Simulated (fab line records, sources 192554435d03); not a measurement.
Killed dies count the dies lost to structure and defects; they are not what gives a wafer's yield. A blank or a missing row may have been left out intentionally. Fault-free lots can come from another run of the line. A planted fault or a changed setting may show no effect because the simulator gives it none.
Chamber matching / flow n5 finfet / rie diel-03 running N5_HKMG_FIN_ETCH_32: 4 sister chambers
The step etches SOC in N2/H2, target depth 240 nm, time 300 s. 16 wafers are shown with their chamber, then 8 later ones without.

EACH WAFER AND ITS CHAMBER
wafer=L074.2; chamber=2; throttle valve pct (%)=17.98; rf vpp V (V)=522.5; showerhead plenum p Torr (Torr)=2.52
wafer=L074.3; chamber=1; throttle valve pct (%)=18.23; rf vpp V (V)=519.2; showerhead plenum p Torr (Torr)=2.44
wafer=L074.4; chamber=2; throttle valve pct (%)=17.97; rf vpp V (V)=521.8; showerhead plenum p Torr (Torr)=2.52
wafer=L076.1; chamber=1; throttle valve pct (%)=18.23; rf vpp V (V)=520.5; showerhead plenum p Torr (Torr)=2.44
wafer=L076.2; chamber=3; throttle valve pct (%)=17.88; rf vpp V (V)=521.1; showerhead plenum p Torr (Torr)=2.38
wafer=L076.5; chamber=1; throttle valve pct (%)=18.23; rf vpp V (V)=519.4; showerhead plenum p Torr (Torr)=2.44
wafer=L079.1; chamber=2; throttle valve pct (%)=17.54; rf vpp V (V)=522.7; showerhead plenum p Torr (Torr)=2.52
wafer=L079.4; chamber=2; throttle valve pct (%)=17.52; rf vpp V (V)=522.1; showerhead plenum p Torr (Torr)=2.52
wafer=L079.6; chamber=0; throttle valve pct (%)=17.87; rf vpp V (V)=525.5; showerhead plenum p Torr (Torr)=2.60
wafer=L080.2; chamber=0; throttle valve pct (%)=17.85; rf vpp V (V)=525.2; showerhead plenum p Torr (Torr)=2.60
wafer=L080.4; chamber=2; throttle valve pct (%)=17.52; rf vpp V (V)=522.9; showerhead plenum p Torr (Torr)=2.52
wafer=L080.5; chamber=0; throttle valve pct (%)=17.85; rf vpp V (V)=524.9; showerhead plenum p Torr (Torr)=2.60
wafer=L081.1; chamber=3; throttle valve pct (%)=17.40; rf vpp V (V)=528.9; showerhead plenum p Torr (Torr)=2.70
wafer=L081.2; chamber=0; throttle valve pct (%)=17.87; rf vpp V (V)=526.1; showerhead plenum p Torr (Torr)=2.60
wafer=L081.3; chamber=1; throttle valve pct (%)=18.25; rf vpp V (V)=520.3; showerhead plenum p Torr (Torr)=2.43
wafer=L081.4; chamber=2; throttle valve pct (%)=17.51; rf vpp V (V)=521.8; showerhead plenum p Torr (Torr)=2.52

SIGNATURES, as means of the wafers listed above
reading=throttle valve pct; chamber 0=17.8600; chamber 1=18.2350; chamber 2=17.6733; chamber 3=17.6400; scatter within a chamber=0.18
reading=rf vpp V; chamber 0=525.425; chamber 1=519.850; chamber 2=522.300; chamber 3=525.000; scatter within a chamber=1.67
reading=showerhead plenum p Torr; chamber 0=2.6000; chamber 1=2.4375; chamber 2=2.5200; chamber 3=2.5400; scatter within a chamber=0.0654
Rule: distance of a wafer from a chamber = root of the sum over the readings of ((wafer's reading minus chamber's mean) / reading's scatter) squared. The wafer belongs to the nearest chamber; if the next one is less than 2 further off, it can't be placed. The scatter: the root of (the sum of the squares of (reading less its chamber's mean) over the shown wafers, divided by (wafers less chambers)).

WAFERS WITH NO CHAMBER GIVEN
wafer=L081.5; throttle valve pct (%)=17.40; rf vpp V (V)=526.6; showerhead plenum p Torr (Torr)=2.70
wafer=L081.6; throttle valve pct (%)=17.54; rf vpp V (V)=521.9; showerhead plenum p Torr (Torr)=2.52
wafer=L083.2; throttle valve pct (%)=17.85; rf vpp V (V)=525.3; showerhead plenum p Torr (Torr)=2.60
wafer=L083.5; throttle valve pct (%)=17.41; rf vpp V (V)=527.8; showerhead plenum p Torr (Torr)=2.70
wafer=L083.6; throttle valve pct (%)=17.54; rf vpp V (V)=522.4; showerhead plenum p Torr (Torr)=2.51
wafer=L084.3; throttle valve pct (%)=17.53; rf vpp V (V)=521.3; showerhead plenum p Torr (Torr)=2.51
wafer=L084.5; throttle valve pct (%)=17.86; rf vpp V (V)=525.0; showerhead plenum p Torr (Torr)=2.59
wafer=L084.6; throttle valve pct (%)=17.39; rf vpp V (V)=528.4; showerhead plenum p Torr (Torr)=2.70

THE CHAMBER EACH PASSED THROUGH
wafer=L081.5; from the rows above=can't be placed: 3 or 0 or 2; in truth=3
wafer=L081.6; from the rows above=can't be placed: 2 or 3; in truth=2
wafer=L083.2; from the rows above=can't be placed: 0 or 3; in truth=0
wafer=L083.5; from the rows above=can't be placed: 3 or 0 or 2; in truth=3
wafer=L083.6; from the rows above=can't be placed: 2 or 3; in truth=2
wafer=L084.3; from the rows above=can't be placed: 2 or 3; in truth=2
wafer=L084.5; from the rows above=can't be placed: 0 or 3 or 2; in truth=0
wafer=L084.6; from the rows above=can't be placed: 3 or 0 or 2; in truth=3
Correctly placed: 0 of 8. These rows do not allow placing 8 (true chamber among the candidates in 8). Wrongly placed: 0.
